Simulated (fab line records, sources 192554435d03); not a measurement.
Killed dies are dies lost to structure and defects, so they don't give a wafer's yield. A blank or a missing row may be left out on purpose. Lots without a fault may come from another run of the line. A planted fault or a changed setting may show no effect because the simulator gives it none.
A struck lot beside a sound one | flow n5_finfet | 20 steps out of a route of 1938
Sound: wafers L955.2, L955.4, L955.5. Struck: wafers L951.2, L951.3, L951.5. The cause comes at the end.
At each step with rows: each side's tool, then ch and its chambers, then its first start. Under that, the readings that differ: sound wafers | struck wafers | difference of the means | sigmas: that difference in standard deviations of wafers without a fault.
alike: readings whose means differ by less than 2 such deviations, and words and numbers that are the same on both sides. not compared: withheld readings, readings that some wafer has no value for, bounds like >300 that may hide the same value, and numbers for which the record gives no deviation and whose values overlap.
The two part at a step that has a row with sigmas, a row that says differs or no value, or rows on one side only. Numbers that don't overlap but have no deviation are shown without sigmas and don't part them. A reading that every wafer of one side lacks parts them only if that side has two wafers or more.

first, 9 steps without rows for these wafers: N5_BEOL_M6_DESCUM_16 (chemistry O2, time 7.9 s); N5_BEOL_M6_ETCH_61 (etches SiARC in CF4, target depth 45.5 nm, time 75.8 s); N5_BEOL_M6_ETCH_62 (etches SOC in N2/H2, target depth 110 nm, overetch 22 nm, time 165 s); N5_BEOL_M6_STRIP_68 (strips in N2/H2); N5_BEOL_M6_STRIP_67 (strips in CF4); N5_BEOL_M6_HM_OPEN_17 (chemistry Cl2/BCl3, target TiN, target depth 20 nm, overetch 6 nm); N5_BEOL_M6_STRIP_19 (strips in O2); N5_BEOL_M6_COAT_63 (time 60 s, resist thk 60 nm); N5_BEOL_M6_COAT_64 (time 60 s, resist thk 12 nm).
N5_BEOL_M6_COAT_71: time 60 s, resist thk 5 nm.
  sound on litho_track-04 ch 0, day 14 12:52; struck on litho_track-02 ch 0, day 13 17:39
  reading                                         | sound                | struck               | difference | sigmas
  spin_speed_rpm (rpm)                            | 1501.2 1500.0 1501.3 | 1757.6 1756.5 1757.2 | +256.3     | +99 or more
  model.underlayer_of_BEOL_M6_COAT_71.thk_nm (nm) | 5 5 5                | 4.6 4.6 4.6          | -0.4       |
then, 7 steps without rows for these wafers: N5_BEOL_M6_COAT_22 (resist thk 30 nm); N5_BEOL_M6_EBR_24; N5_BEOL_M6_SOFTBAKE_23 (time 60 s); N5_BEOL_M6_EXPOSE_25 (exposes mask V5, target cd 40 nm); N5_BEOL_M6_PEB_26 (peb time 60 s); N5_BEOL_M6_DEVELOP_27 (develop time 30 s); N5_BEOL_M6_DESCUM_33 (chemistry O2, time 7 s).
N5_BEOL_M6_ETCH_72: etches underlayer in N2/H2, target depth 6.5 nm, time 5.2 s.
  sound on rie_diel-01 ch 0,3, day 14 13:17; struck on rie_diel-02 ch 1,2,3, day 13 18:12
  reading                  | sound             | struck            | difference | sigmas
  etch_rf_on_time_s (s)    | 5.21 5.42 5.44    | 4.70 4.65 4.67    | -0.68      | -8
  model.etch.depth_nm (nm) | 5.026 5.027 5.024 | 4.597 4.609 4.592 | -0.426     |
  alike: chamber_pressure_mTorr, drypump_motor_current_A, h2_flow_sccm, oes_product_au, rf_vpp_V, showerhead_plenum_p_Torr, throttle_valve_pct
  not compared: rf_hours_counter_h
then, 2 steps without rows for these wafers: N5_BEOL_M6_ETCH_65 (etches SiARC in CF4, target depth 15.6 nm, time 26 s); N5_PASSIVATION_PROBE_49.

WHERE THEY PART
First at N5_BEOL_M6_COAT_71; last, within this record, at N5_BEOL_M6_ETCH_72.

WHY: what the simulator had put in
Process parameter drift: litho_track-02, from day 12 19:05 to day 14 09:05, at N5_BEOL_M6_COAT_71. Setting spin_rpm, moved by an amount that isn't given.
